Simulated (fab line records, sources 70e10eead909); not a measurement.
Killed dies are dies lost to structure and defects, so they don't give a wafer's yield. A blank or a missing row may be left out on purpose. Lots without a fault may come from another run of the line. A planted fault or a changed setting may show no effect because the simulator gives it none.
fab line records | flow nand_harc | part 1 of 2: steps 1 to 25 of 33
record lots=5 wafers=15 last_day=24
route steps=1159 shown A_STAIRCASE@702
lots that met no fault: from a run of the same line without faults
start_h: hours from the record's first day to the start of the lot's first wafer shown | wait_h: hours since the lot's step before | " the same as in the row above | L1.1+2: a row that stands for several wafers | - no value, or no start given | * or withheld: withheld | < > ~ a bound
route shown NAME@n: a module of which the file shows steps, and the number in the route of the first | usual: mean/standard deviation of fault-free wafers | same: alike in all rows | chamber/n: place in a boat | sites: the reading at each site | _std_site: their standard deviation | _edge_site: outer sites' mean less inner sites' | radius_mm: how far each site lies from the wafer's centre | mask NAME#n: copy n | behind: the tool/chamber that last shaped the wafer | hold: why the lot was held/for how many hours/how that ended | device: the transistor (n, p or np) that didn't switch | end of line: the same wafers' tests at the end of the route | a step without rows: its recipe alone | killed: dies lost to structure and defects at the first sort, not the wafer's yield | map: a wafer's dies, x killed, . not, _ none there
set.NAME: the setting as run; set.NAME@STEP: as run at that earlier step | model.NAME: the simulator's own value behind a step, which no gauge read
lots at some steps of the route; a table a step, a row a wafer
services: from which hour (start_h, from the record's first day; less than 0 if before it) a tool's chamber was out of use, for how many hours, and why
## steps
# step NHARC_A_STAIRCASE_WET_418
# recipe temp_c=160 target_depth_a=200 chemistry=H3PO4
# columns lot.wafer tool chamber start_h wait_h
L081.2+3+5 wet_h3po4-02 1 301.02 -
L083.1+2+6 wet_h3po4-01 1 320.89 -
L094.1+2+4 wet_h3po4-01 0 386.74 -
L095.1+4+6 wet_h3po4-02 1 389.90 -
L097.2+3+5 wet_h3po4-02 0 389.90 -
# step NHARC_A_STAIRCASE_PRECLEAN_419
# recipe time_s=* temp_c=50 bath_age_min=0 chemistry=SC1
# columns lot.wafer tool chamber start_h wait_h
L081.2+5+3 wet_bench-02 5,7,2 301.60 0.0
L083.1+2+6 wet_bench-04 7,3,4 321.46 0.0
L094.2+1+4 wet_bench-02 0,1,3 387.32 0.0
L095.4+1+6 wet_bench-02 3,4,7 390.48 0.0
L097.5+3+2 wet_bench-04 2,4,5 390.49 0.0
# step NHARC_A_STAIRCASE_SRD_421
# columns lot.wafer tool chamber start_h wait_h
L081.2+5+3 wet_bench-02 5,7,2 - -
L083.1+2+6 wet_bench-04 7,3,4 - -
L094.2+1+4 wet_bench-02 0,1,3 - -
L095.4+1+6 wet_bench-02 3,4,7 - -
L097.5+3+2 wet_bench-04 2,4,5 - -
# step NHARC_A_STAIRCASE_ALD_420
# recipe target_thk_a=200 pulse_time_s=6 ald_cycles=200 temp_c=300 material=SiO2
# usual heater_power_w=466/45 precursor_pulse_height_rel=1.001/0.02
# columns lot.wafer tool chamber start_h wait_h heater_power_w precursor_pulse_height_rel
L081.3 ald_hk-02 3 301.74 - 474 1.052
L081.2 " 0 " " 481 0.991
L081.5 " 3 " " 490 1.042
L083.2 ald_hk-02 3 321.60 - 493 0.999
L083.1 " 0 " " 472 1.009
L083.6 " 0 " " 473 1.022
L094.1 ald_hk-02 2 387.46 - 388 1.033
L094.4 " 3 " " 497 1.017
L094.2 " 1 " " 481 1.003
L095.1 ald_hk-04 2 390.62 - 503 0.989
L095.4 " 0 " " 426 0.975
L095.6 " 3 " " 480 0.985
L097.3 ald_hk-02 1 390.62 - 481 0.984
L097.2 " 2 " " 392 1.009
L097.5 " 2 " " 386 1.016
# step NHARC_A_STAIRCASE_CVD_552
# recipe target_thk_a=400 temp_c=700 pressure_mtorr=300 material=SiNx
# usual spike_tc_centre_C=700.7/1.1 zone_power_top_pct=23/3
# columns lot.wafer tool chamber start_h wait_h spike_tc_centre_C zone_power_top_pct
L081.2 lpcvd-02 0 - - 701.7 27
L081.3 " 0 " " 702.1 27
L081.5 " 0 " " 701.3 27
L083.1 lpcvd-02 0 - - 701.6 27
L083.2 " 0 " " 700.8 27
L083.6 " 0 " " 699.0 27
L094.1 lpcvd-01 1 - - 701.9 21
L094.2 " 1 " " 699.6 21
L094.4 " 1 " " 699.9 22
L095.1 lpcvd-01 0 - - 699.7 21
L095.4 " 0 " " 699.6 20
L095.6 " 0 " " 699.9 21
L097.2 lpcvd-01 1 - - 701.9 22
L097.3 " 1 " " 698.7 22
L097.5 " 1 " " 698.3 22
# step NHARC_A_STAIRCASE_DEP_151
# recipe target_thk_a=38000 temp_c=400 target_thk_nm=3800 teos_flow_sccm=200 rf_w=500 material=SiO2
# usual heater_power_w=672/82 mfc_precursor_sccm=199.9/0.6 rf_fwd_power_W=499.7/1.4
# columns lot.wafer tool chamber start_h wait_h heater_power_w mfc_precursor_sccm rf_fwd_power_W
L081.3 pecvd-02 1 310.08 0.5 742 199.4 500.4
L081.2 " 2 " " 697 199.7 497.4
L081.5 " 1 " " 625 199.6 499.1
L083.1 pecvd-02 2 329.88 0.4 620 199.0 498.7
L083.2 " 1 " " 720 199.8 497.7
L083.6 " 2 " " 596 198.8 497.6
L094.2 pecvd-01 1 395.78 0.4 744 201.2 501.3
L094.1 " 0 " " 684 200.2 498.5
L094.4 " 2 " " 715 199.3 498.6
L097.2 pecvd-03 2 395.87 0.5 634 199.1 499.5
L097.3 " 0 " " 719 199.3 498.9
L097.5 " 2 " " 587 200.3 500.7
L095.1 pecvd-02 0 395.97 0.6 829 200.1 503.4
L095.6 " 1 " " 638 199.9 501.1
L095.4 " 0 " " 713 200.3 501.0
# step NHARC_A_STAIRCASE_ANNEAL_320
# recipe temp_c=750 time_s=1800
# usual spike_tc_centre_C=749.7/1.2 zone_power_top_pct=22.6/0.99
# columns lot.wafer tool chamber start_h wait_h spike_tc_centre_C zone_power_top_pct
L081.2 furnace-03 0 314.45 - 752.3 23.2
L081.3 " 0 " " 751.8 22.8
L081.5 " 0 " " 750.0 23.0
L083.1 furnace-08 0 335.53 - 748.8 24.5
L083.2 " 0 " " 748.9 24.3
L083.6 " 0 " " 749.7 24.3
L094.1 furnace-05 0 399.81 - 750.8 21.7
L094.2 " 0 " " 749.4 22.1
L094.4 " 0 " " 749.0 21.9
L095.1 furnace-05 0 399.81 - 749.6 21.9
L095.4 " 0 " " 750.0 21.7
L095.6 " 0 " " 748.5 21.7
L097.2 furnace-05 0 399.81 - 749.2 21.8
L097.3 " 0 " " 750.7 22.0
L097.5 " 0 " " 751.7 21.5
# step NHARC_A_STAIRCASE_DEP_322
# recipe target_thk_a=38000 temp_c=400 target_thk_nm=3800 teos_flow_sccm=200 rf_w=500 material=SiO2
# usual heater_power_w=665/76 mfc_precursor_sccm=200.0/0.6 rf_fwd_power_W=499.6/1.6
# columns lot.wafer tool chamber start_h wait_h heater_power_w mfc_precursor_sccm rf_fwd_power_W
L081.3 pecvd-03 2 317.83 0.1 678 200.7 498.4
L081.2 " 1 " " 680 200.3 499.0
L081.5 " 2 " " 576 201.2 499.1
L083.1 pecvd-03 0 339.05 0.2 689 199.6 500.6
L083.2 " 2 " " 600 200.7 497.9
L083.6 " 0 " " 580 200.3 498.5
L094.1 pecvd-02 2 403.18 0.1 780 199.1 499.5
L094.2 " 0 " " 749 200.3 498.4
L094.4 " 1 " " 613 198.8 502.5
L095.1 pecvd-01 2 403.19 0.1 857 200.2 500.4
L095.6 " 2 " " 743 200.0 501.8
L095.4 " 0 " " 588 200.1 501.7
L097.3 pecvd-03 2 403.28 0.2 681 199.7 502.0
L097.2 " 0 " " 659 199.7 501.7
L097.5 " 0 " " 585 199.2 501.1
# step NHARC_A_STAIRCASE_ANNEAL_323
# recipe temp_c=750 time_s=1800
# usual spike_tc_centre_C=750.0/1.2 zone_power_top_pct=22.2/0.64
# columns lot.wafer tool chamber start_h wait_h spike_tc_centre_C zone_power_top_pct
L081.2 furnace-03 0 324.15 - 750.8 23.1
L081.3 " 0 " " 749.5 22.9
L081.5 " 0 " " 750.6 23.1
L083.1 furnace-05 0 342.73 - 748.3 21.8
L083.2 " 0 " " 749.4 21.7
L083.6 " 0 " " 749.6 21.7
L094.1 furnace-03 0 411.28 - 750.2 22.8
L094.2 " 0 " " 752.1 23.0
L094.4 " 0 " " 751.7 22.9
L095.1 furnace-03 0 411.28 - 750.3 23.1
L095.4 " 0 " " 751.3 22.6
L095.6 " 0 " " 751.5 22.6
L097.2 furnace-03 0 411.28 - 750.9 22.8
L097.3 " 0 " " 750.2 22.8
L097.5 " 0 " " 750.9 23.3
# step NHARC_A_STAIRCASE_DEP_325
# recipe target_thk_a=38000 temp_c=400 target_thk_nm=3800 teos_flow_sccm=200 rf_w=500 material=SiO2
# usual heater_power_w=659/78 mfc_precursor_sccm=200.1/0.7 rf_fwd_power_W=499.5/1.5
# columns lot.wafer tool chamber start_h wait_h heater_power_w mfc_precursor_sccm rf_fwd_power_W
L081.3 pecvd-03 1 327.54 0.1 653 201.2 499.1
L081.2 " 2 " " 689 199.4 498.9
L081.5 " 2 " " 566 200.1 497.5
L083.1 pecvd-03 0 346.40 0.3 678 200.9 499.1
L083.2 " 2 " " 696 200.4 500.3
L083.6 " 1 " " 601 200.8 499.3
L094.1 pecvd-01 0 414.67 0.1 721 198.7 502.5
L094.2 " 2 " " 883 200.5 498.2
L094.4 " 0 " " 577 199.5 501.7
L097.3 pecvd-03 0 414.77 0.2 644 199.6 502.5
L097.2 " 1 " " 613 201.8 499.7
L097.5 " 1 " " 605 201.5 500.0
L095.1 pecvd-02 2 415.07 0.5 786 200.7 501.8
L095.6 " 0 " " 704 200.0 499.5
L095.4 " 2 " " 663 199.1 501.0
# step NHARC_A_STAIRCASE_ANNEAL_326
# recipe temp_c=750 time_s=1800
# usual spike_tc_centre_C=749.6/1.2 zone_power_top_pct=22.6/1
# columns lot.wafer tool chamber start_h wait_h spike_tc_centre_C zone_power_top_pct
L081.2 furnace-03 0 334.12 - 752.0 23.3
L081.3 " 0 " " 747.6 23.2
L081.5 " 0 " " 750.8 23.0
L083.1 furnace-05 0 350.09 - 747.7 21.6
L083.2 " 0 " " 748.6 22.0
L083.6 " 0 " " 748.8 21.9
L094.1 furnace-03 0 420.95 - 750.4 23.5
L094.2 " 0 " " 748.8 23.2
L094.4 " 0 " " 750.5 23.2
L095.1 furnace-03 0 420.95 - 751.0 22.9
L095.4 " 0 " " 752.6 23.2
L095.6 " 0 " " 750.3 22.9
L097.2 furnace-03 0 420.95 - 751.0 23.1
L097.3 " 0 " " 748.8 23.3
L097.5 " 0 " " 751.7 22.5
# step NHARC_A_STAIRCASE_DEHYDRATE_433
# recipe temp_c=150 time_s=120
# usual exhaust_pa=45.1/0.96 plate_temp_C=150.02/0.13
# columns lot.wafer tool chamber start_h wait_h exhaust_pa plate_temp_C
L081.2 litho_track-05 0 337.47 0.1 45.6 150.09
L081.3 " 0 " " 46.2 150.00
L081.5 " 0 " " 44.7 150.02
L083.1 litho_track-05 0 353.52 0.1 46.7 149.92
L083.2 " 0 " " 45.4 149.99
L083.6 " 0 " " 45.8 150.20
L097.2 litho_track-02 0 424.32 0.1 46.3 149.88
L097.3 " 0 " " 45.9 150.11
L097.5 " 0 " " 47.0 150.10
L095.1 litho_track-05 0 424.32 0.1 45.0 149.99
L095.4 " 0 " " 45.4 149.93
L095.6 " 0 " " 45.9 150.18
L094.1 litho_track-07 0 424.34 0.1 45.4 150.02
L094.2 " 0 " " 45.0 150.00
L094.4 " 0 " " 44.2 149.91
# step NHARC_A_STAIRCASE_HMDS_434
# recipe time_s=30
# usual exhaust_pa=44.8/0.9
# columns lot.wafer tool chamber start_h wait_h exhaust_pa
L081.2 litho_track-05 0 - - 45.5
L081.3 " 0 " " 44.2
L081.5 " 0 " " 45.2
L083.1 litho_track-05 0 - - 44.7
L083.2 " 0 " " 45.1
L083.6 " 0 " " 45.2
L097.2 litho_track-02 0 - - 44.5
L097.3 " 0 " " 44.6
L097.5 " 0 " " 44.7
L095.1 litho_track-05 0 - - 45.3
L095.4 " 0 " " 45.0
L095.6 " 0 " " 44.8
L094.1 litho_track-07 0 - - 44.8
L094.2 " 0 " " 46.0
L094.4 " 0 " " 45.1
# step NHARC_A_STAIRCASE_COAT_435
# recipe spin_rpm=1200
# usual exhaust_pa=44.8/0.88 spin_speed_rpm=1199.9/0.75
# columns lot.wafer tool chamber start_h wait_h exhaust_pa spin_speed_rpm
L081.2 litho_track-05 0 - - 45.1 1200.9
L081.3 " 0 " " 44.7 1200.1
L081.5 " 0 " " 45.6 1199.8
L083.1 litho_track-05 0 - - 45.0 1200.5
L083.2 " 0 " " 45.3 1200.7
L083.6 " 0 " " 45.8 1200.9
L097.2 litho_track-02 0 - - 43.9 1199.0
L097.3 " 0 " " 44.1 1200.4
L097.5 " 0 " " 44.3 1200.8
L095.1 litho_track-05 0 - - 44.8 1198.7
L095.4 " 0 " " 44.2 1200.1
L095.6 " 0 " " 44.6 1199.0
L094.1 litho_track-07 0 - - 44.4 1200.5
L094.2 " 0 " " 44.7 1198.6
L094.4 " 0 " " 44.7 1200.1
# step NHARC_A_STAIRCASE_SOFTBAKE_436
# recipe temp_c=135 time_s=170
# usual exhaust_pa=45.0/0.96 plate_temp_C=134.98/0.12
# columns lot.wafer tool chamber start_h wait_h exhaust_pa plate_temp_C
L081.2 litho_track-05 0 - - 45.6 134.88
L081.3 " 0 " " 46.9 134.63
L081.5 " 0 " " 46.3 134.90
L083.1 litho_track-05 0 - - 46.1 135.18
L083.2 " 0 " " 46.0 135.05
L083.6 " 0 " " 43.9 135.06
L097.2 litho_track-02 0 - - 45.6 135.01
L097.3 " 0 " " 44.2 134.99
L097.5 " 0 " " 44.6 135.13
L095.1 litho_track-05 0 - - 44.8 135.21
L095.4 " 0 " " 43.9 134.94
L095.6 " 0 " " 43.4 134.89
L094.1 litho_track-07 0 - - 45.0 135.30
L094.2 " 0 " " 45.6 135.07
L094.4 " 0 " " 45.0 134.97
# step NHARC_A_STAIRCASE_EBR_437
# usual exhaust_pa=45.0/0.78
# columns lot.wafer tool chamber start_h wait_h exhaust_pa
L081.2 litho_track-05 0 - - 46.6
L081.3 " 0 " " 45.7
L081.5 " 0 " " 43.8
L083.1 litho_track-05 0 - - 45.5
L083.2 " 0 " " 45.6
L083.6 " 0 " " 44.8
L097.2 litho_track-02 0 - - 44.5
L097.3 " 0 " " 44.3
L097.5 " 0 " " 46.0
L095.1 litho_track-05 0 - - 46.3
L095.4 " 0 " " 46.7
L095.6 " 0 " " 44.9
L094.1 litho_track-07 0 - - 43.7
L094.2 " 0 " " 45.7
L094.4 " 0 " " 45.1
# step NHARC_A_STAIRCASE_EXPOSE_438
# recipe na=0.5 dose_mj=28.97 mask_id=STAIR_REV
# columns lot.wafer tool chamber start_h wait_h mask
L081.2+3+5 krf_scanner-02 0 337.68 - STAIR_REV#0
L083.1+2+6 krf_scanner-01 0 353.85 - STAIR_REV#0
L097.2+3+5 krf_scanner-02 0 424.65 - STAIR_REV#0
L095.1+4+6 krf_scanner-01 0 424.81 - STAIR_REV#0
L094.1+2+4 krf_scanner-04 0 424.97 - STAIR_REV#0
# step NHARC_A_STAIRCASE_PEB_439
# recipe peb_temp_c=115 peb_time_s=130
# usual exhaust_pa=45.2/0.83 plate_temp_C=115.00/0.13
# columns lot.wafer tool chamber start_h wait_h exhaust_pa plate_temp_C
L081.2 litho_track-02 0 337.74 0.1 46.0 114.83
L081.3 " 0 " " 44.8 114.80
L081.5 " 0 " " 47.1 114.73
L083.1 litho_track-05 0 353.92 0.1 45.0 114.87
L083.2 " 0 " " 44.3 115.00
L083.6 " 0 " " 45.9 114.96
L097.2 litho_track-02 0 424.71 0.1 44.8 114.73
L097.3 " 0 " " 45.0 115.15
L097.5 " 0 " " 45.0 114.99
L095.1 litho_track-07 0 424.88 0.1 46.7 115.02
L095.4 " 0 " " 45.2 114.90
L095.6 " 0 " " 45.8 115.00
L094.1 litho_track-07 0 425.04 0.1 44.0 115.00
L094.2 " 0 " " 45.1 114.99
L094.4 " 0 " " 45.4 114.93
# step NHARC_A_STAIRCASE_DEVELOP_440
# recipe time_s=140
# usual exhaust_pa=45.0/0.93
# columns lot.wafer tool chamber start_h wait_h exhaust_pa
L081.2 litho_track-02 0 - - 43.6
L081.3 " 0 " " 45.1
L081.5 " 0 " " 45.7
L083.1 litho_track-05 0 - - 47.2
L083.2 " 0 " " 46.1
L083.6 " 0 " " 46.1
L097.2 litho_track-02 0 - - 45.6
L097.3 " 0 " " 44.2
L097.5 " 0 " " 45.8
L095.1 litho_track-07 0 - - 45.0
L095.4 " 0 " " 47.1
L095.6 " 0 " " 45.9
L094.1 litho_track-07 0 - - 44.1
L094.2 " 0 " " 44.9
L094.4 " 0 " " 45.1
# step NHARC_A_STAIRCASE_HARDBAKE_442
# recipe temp_c=120 time_s=140
# usual exhaust_pa=45.0/0.89
# columns lot.wafer tool chamber start_h wait_h exhaust_pa
L081.2 litho_track-07 0 337.96 - 44.3
L081.3 " 0 " " 44.6
L081.5 " 0 " " 41.9
L083.1 litho_track-07 0 354.13 - 45.8
L083.2 " 0 " " 44.0
L083.6 " 0 " " 45.2
L097.2 litho_track-02 0 424.94 - 44.8
L097.3 " 0 " " 45.1
L097.5 " 0 " " 44.9
L095.1 litho_track-02 0 425.09 - 44.2
L095.4 " 0 " " 44.1
L095.6 " 0 " " 43.3
L094.1 litho_track-02 0 425.25 - 45.4
L094.2 " 0 " " 43.3
L094.4 " 0 " " 43.9
# step NHARC_A_STAIRCASE_DESCUM_443
# recipe time_s=3 o2_flow_sccm=200 ar_flow_sccm=0 bias_power_w=0 chemistry=O2
# usual drypump_motor_current_A=5.8/0.56 oes_product_au=0.999/0.0076 rf_vpp_V=57.9/0.9 showerhead_plenum_p_Torr=1.94/0.089 throttle_valve_pct=11.310/0.008
# columns lot.wafer tool chamber start_h wait_h drypump_motor_current_A oes_product_au rf_hours_counter_h rf_vpp_V showerhead_plenum_p_Torr throttle_valve_pct
L081.2 rie_diel-08 3 338.11 - 6.4 0.997 13 57.6 1.96 11.309
L081.3 " 0 " " 6.0 0.993 11 58.5 1.98 11.297
L081.5 " 0 " " 6.0 0.992 - 57.4 1.98 11.303
L083.1 rie_diel-08 3 354.24 - 6.3 1.006 19 58.2 1.96 11.294
L083.2 " 0 " " 6.0 0.996 15 57.1 1.98 11.314
L083.6 " 2 " " 6.3 1.005 - 57.6 1.78 11.303
L097.2 rie_diel-02 1 425.03 - 5.3 0.994 27 58.1 1.96 11.328
L097.3 " 3 " " 5.4 1.004 29 58.5 2.07 11.308
L097.5 " 0 " " 5.7 1.009 - 57.8 2.04 11.317
L095.1 rie_diel-08 3 425.19 - 6.3 1.012 44 57.6 1.95 11.288
L095.4 " 0 " " 6.0 1.018 43 60.2 1.97 11.298
L095.6 " 0 " " 6.0 1.003 - 57.5 1.97 11.303
L094.1 rie_diel-07 2 425.38 - 5.0 1.011 5 58.5 1.91 11.304
L094.4 " 3 " " 5.8 1.015 4 56.8 1.78 11.313
L094.2 " 1 " " 4.8 0.999 4 56.4 1.93 11.307
# step NHARC_A_STAIRCASE_ETCH_444
# recipe target_depth_a=1.02e+05 time_s=3400 c4f8_flow_sccm=20 o2_flow_sccm=10 ar_flow_sccm=withheld rf_w=600 bias_w=1000 chemistry=C4F8/O2
# usual oes_product_au=0.939/0.016 rf_fwd_power_W=599.7/1.9 rf_vpp_V=808/5.2
# columns lot.wafer tool chamber start_h wait_h oes_product_au rf_fwd_power_W rf_hours_counter_h rf_vpp_V
L081.3 rie_diel-08 2 338.27 0.1 0.937 601.4 15 799
L081.2 " 3 " " 0.942 603.8 13 810
L081.5 " 2 " " 0.937 602.6 - 799
L083.2 rie_diel-08 0 354.31 0.1 0.983 601.7 16 810
L083.1 " 2 " " 0.968 599.7 22 799
L083.6 " 1 " " 0.976 601.2 - 810
L094.1 rie_diel-07 0 425.51 0.1 0.950 598.0 4 814
L094.2 " 1 " " 0.943 602.6 5 809
L094.4 " 2 " " 0.934 598.5 5 808
L095.1 rie_diel-08 3 425.51 0.3 0.921 601.1 44 809
L095.4 " 1 " " 0.935 598.7 46 809
L095.6 " 2 " " 0.922 602.1 - 799
L097.3 rie_diel-02 0 425.58 0.5 0.923 601.7 29 815
L097.2 " 1 " " 0.914 600.9 27 810
L097.5 " 2 " " 0.916 600.7 - 810
# step NHARC_A_STAIRCASE_STRIP_446
# recipe power_w=1500 temp_c=250 chemistry=O2
# usual drypump_motor_current_A=5.3/0.34 heater_power_w=372/29
# columns lot.wafer tool chamber start_h wait_h drypump_motor_current_A heater_power_w rf_hours_counter_h
L081.2 plasma_asher-02 0 340.62 0.1 5.3 359 52
L081.3 " 0 " " 5.3 363 -
L081.5 " 1 " " 5.0 408 -
L083.1 plasma_asher-01 1 356.59 0.1 6.0 339 22
L083.2 " 0 " " 5.1 365 22
L083.6 " 0 " " 5.1 355 -
L097.2 plasma_asher-02 1 427.81 0.5 5.0 418 17
L097.3 " 1 " " 5.0 418 -
L097.5 " 0 " " 5.3 360 -
L095.1 plasma_asher-01 0 427.90 0.4 5.1 361 49
L095.4 " 0 " " 5.1 354 -
L095.6 " 0 " " 5.1 371 -
L094.1 plasma_asher-02 0 428.05 0.3 5.3 354 17
L094.2 " 1 " " 5.0 415 17
L094.4 " 0 " " 5.3 357 -
# step NHARC_A_STAIRCASE_STRIP_447
# recipe time_s=900 temp_c=130 chemistry=SPM
# columns lot.wafer tool chamber start_h wait_h
L081.3+5+2 wet_bench-01 1,2,3 340.93 0.2
L083.2+1+6 wet_bench-01 0,2,5 356.94 0.3
L097.5+3+2 wet_bench-01 5,6,1 428.11 0.1
L095.6+4+1 wet_bench-04 5,0,2 428.25 0.1
L094.2+1+4 wet_bench-01 7,0,2 428.40 0.3
# step NHARC_A_STAIRCASE_PRECLEAN_448
# recipe time_s=* temp_c=50 bath_age_min=0 chemistry=SC1
# columns lot.wafer tool chamber start_h wait_h
L081.3+5+2 wet_bench-01 1,2,3 - -
L083.2+1+6 wet_bench-01 0,2,5 - -
L097.5+3+2 wet_bench-01 5,6,1 - -
L095.6+4+1 wet_bench-04 5,0,2 - -
L094.2+1+4 wet_bench-01 7,0,2 - -
